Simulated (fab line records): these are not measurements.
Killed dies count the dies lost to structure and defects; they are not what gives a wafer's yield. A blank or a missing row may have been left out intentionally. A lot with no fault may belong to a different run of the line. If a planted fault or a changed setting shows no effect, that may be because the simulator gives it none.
One fault through the eyes of 2 desks + flow n5Finfet + each desk holds nothing but its own numbers, with what lay behind them at the end

## DESK OF THE TOOL OWNER: rieDiel-05
The tool's own readings at N5_BEOL_M9_ETCH_66 (etches SOC in N2/H2, target depth 80 nm, overetch 16 nm, time 120 s): means of the sampled wafers that have a number, for each lot that ran on this tool. A lot is out of limits, marked OUT, if its mean lies more than 4 standard deviations from the usual mean; the brackets give that distance. Shown here are 7 of its 8 readings, the ones lying furthest out on some lot.
Columns: A = chamberPressureMTorr at N5_BEOL_M9_ETCH_66, usual 30.001 mTorr; B = drypumpMotorCurrentA at N5_BEOL_M9_ETCH_66, usual 5.9 A; C = n2FlowSccm at N5_BEOL_M9_ETCH_66, usual 200.0 sccm; D = oesProductAu at N5_BEOL_M9_ETCH_66, usual 0.59 a.u.; E = rfVppV at N5_BEOL_M9_ETCH_66, usual 523 V; F = showerheadPlenumPTorr at N5_BEOL_M9_ETCH_66, usual 2.50 Torr; G = throttleValvePct at N5_BEOL_M9_ETCH_66, usual 17.8 %
| lot  | first seen here | A      | B   | C     | D    | E   | F    | G    |
|------|-----------------|--------|-----|-------|------|-----|------|------|
| L102 | day 11 10:09    | 30.021 | 5.8 | 199.1 | 0.60 | 525 | 2.58 | 17.9 |
| L108 | day 13 04:09    | 30.007 | 5.7 | 199.8 | 0.53 | 519 | 2.38 | 18.1 |
| L120 | day 15 22:39    | 30.022 | 5.7 | 199.9 | 0.64 | 523 | 2.50 | 17.7 |
Finding of this desk: none of the 3 lots has anything out of limits.

## METROLOGY DESK
What the gauges read for every lot (on any tool): the sampled wafers with a number, averaged. A lot is out of limits, marked OUT, if its mean lies more than 4 standard deviations from the usual mean; the brackets give that distance.
Columns: A = MIM_TOP_OVL at N5_MIM_TOP_LITHO_OVL_MEAS_11, usual 5 nm
| lot  | first seen here | A  |
|------|-----------------|----|
| L999 | day 12 15:02    | 5  |
| L103 | day 13 14:29    | 10 |
| L102 | day 13 22:05    | 19 |
| L108 | day 15 04:55    | 2  |
| L109 | day 15 05:13    | 2  |
| L110 | day 15 05:22    | 6  |
| L115 | day 16 15:47    | 10 |
| L116 | day 17 03:01    | 10 |
| L118 | day 17 04:44    | -4 |
| L120 | day 17 16:46    | 7  |
Finding of this desk: none of the 10 lots has anything out of limits.

## ALL TOGETHER
The desk of the tool owner found nothing out of limits.
From the metrology desk's view, nothing was out of limits.

## WHAT THE SIMULATOR HAD INSERTED
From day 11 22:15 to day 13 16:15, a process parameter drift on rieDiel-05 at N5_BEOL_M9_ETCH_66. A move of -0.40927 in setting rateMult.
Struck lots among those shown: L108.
